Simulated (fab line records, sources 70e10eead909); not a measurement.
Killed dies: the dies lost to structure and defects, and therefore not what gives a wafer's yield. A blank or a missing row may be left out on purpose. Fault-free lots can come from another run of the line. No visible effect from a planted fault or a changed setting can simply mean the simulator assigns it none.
Matching of chambers | flow nand_harc | NHARC_P_CONTACT_CMP_24 on cmp-01: 4 sister chambers
The step polishes, t overpolish 30 s, target thk 200 nm. 4 wafers are shown with their chamber, then 7 later ones without.

== WAFERS PAIRED WITH THEIR CHAMBERS ==
wafer  | chamber | motor_current_A (A)
L587.6 | 0       | 11.6
L588.2 | 3       | 11.4
L589.1 | 1       | 9.9
L589.2 | 2       | 11.8

== WAFERS WITH NO CHAMBER GIVEN ==
wafer  | motor_current_A (A)
L589.3 | 11.8
L591.1 | 11.9
L591.4 | 9.6
L591.6 | 11.8
L592.1 | 10.8
L592.3 | 9.8
L592.5 | 11.9

== WHICH CHAMBER EACH ONE RAN IN ==
wafer  | from the rows above               | in truth
L589.3 | can't be placed: 2 or 0 or 3      | 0
L591.1 | can't be placed: 2 or 0 or 3      | 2
L591.4 | 1                                 | 1
L591.6 | can't be placed: 2 or 0 or 3      | 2
L592.1 | can't be placed: 3 or 0 or 1 or 2 | 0
L592.3 | 1                                 | 1
L592.5 | can't be placed: 2 or 0 or 3      | 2
Correctly placed: 2 of 7. Not placeable from these rows: 5 (in 5, the candidates include the true chamber). Placed wrongly: 0.
How it was worked out, from the rows above alone: a wafer's distance from a chamber is the root of the sum, over the readings, of the square of ((its reading less the chamber's mean) divided by the reading's scatter). The wafer belongs to the nearest chamber; if the next one is less than 2 further off, it can't be placed. Each chamber's mean is taken over the wafers shown for it. The scatter (one wafer shown for each chamber): square how far every hidden wafer sits from the nearest shown wafer, average those squares and take the square root.
